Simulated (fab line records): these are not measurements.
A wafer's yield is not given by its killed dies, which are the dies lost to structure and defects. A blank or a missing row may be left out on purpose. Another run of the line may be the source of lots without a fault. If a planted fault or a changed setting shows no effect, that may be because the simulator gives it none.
Matching of chambers    flow nand harc    rie diel-13 running NHARC_A_STAIRCASE_TRIM_187: 4 sister chambers
The step chemistry O2, time 211.2 s. 16 wafers are shown with their chamber, then 8 later ones without.

== WAFERS WITH THEIR CHAMBER ==
wafer   chamber  showerhead plenum p Torr (Torr)  drypump motor current A (A)  oes product au (a.u.)
L074.2  0        3.80                             5.4                          0.990
L074.3  2        3.63                             6.2                          1.005
L074.6  0        3.80                             5.4                          1.002
L077.4  0        3.80                             5.5                          1.011
L077.5  1        3.42                             5.6                          1.004
L077.6  0        3.80                             5.4                          1.008
L075.3  3        3.65                             6.3                          1.014
L075.5  2        3.63                             6.2                          1.003
L075.6  3        3.65                             6.3                          1.019
L079.1  2        3.63                             6.3                          0.991
L079.3  3        3.65                             6.3                          1.008
L079.4  1        3.42                             5.6                          0.991
L082.1  1        3.41                             5.6                          0.998
L082.2  2        3.62                             6.3                          0.994
L082.5  3        3.64                             6.3                          1.003
L085.2  2        3.61                             6.2                          1.007

SIGNATURES, as means of the wafers listed above
reading                   chamber 0  chamber 1  chamber 2  chamber 3  scatter within a chamber
showerhead plenum p Torr  3.8000     3.4167     3.6240     3.6475     0.0062
drypump motor current A   5.425      5.600      6.240      6.300      0.0403
oes product au            1.00275    0.99767    1.00000    1.01100    0.00758
Rule: for each reading, subtract the chamber's mean from the wafer's reading, divide by that reading's scatter and square the result; add these up over the readings and take the root, which gives the wafer's distance from the chamber. The wafer belongs to the nearest chamber; if the next one is less than 2 further off, it can't be placed. The scatter: the root of (the sum of the squares of (reading less its chamber's mean) over the shown wafers, divided by (wafers less chambers)).

== WAFERS WITH NO CHAMBER GIVEN ==
wafer   showerhead plenum p Torr (Torr)  drypump motor current A (A)  oes product au (a.u.)
L085.3  3.78                             5.4                          1.011
L085.4  3.41                             5.6                          1.002
L086.3  3.41                             5.6                          1.014
L086.4  3.61                             6.2                          1.001
L086.6  3.78                             5.4                          1.009
L089.1  3.77                             5.4                          1.007
L089.2  3.40                             5.6                          0.993
L089.6  3.63                             6.3                          1.003

== EACH ONE'S CHAMBER ==
wafer   from the rows above      in truth
L085.3  0                        0
L085.4  1                        1
L086.3  1                        1
L086.4  2                        2
L086.6  0                        0
L089.1  0                        0
L089.2  1                        1
L089.6  can't be placed: 2 or 3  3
Placed correctly: 7 of 8. Unplaceable from these rows: 1, with the true chamber sitting among the candidates in 1. Number placed wrongly: 0.
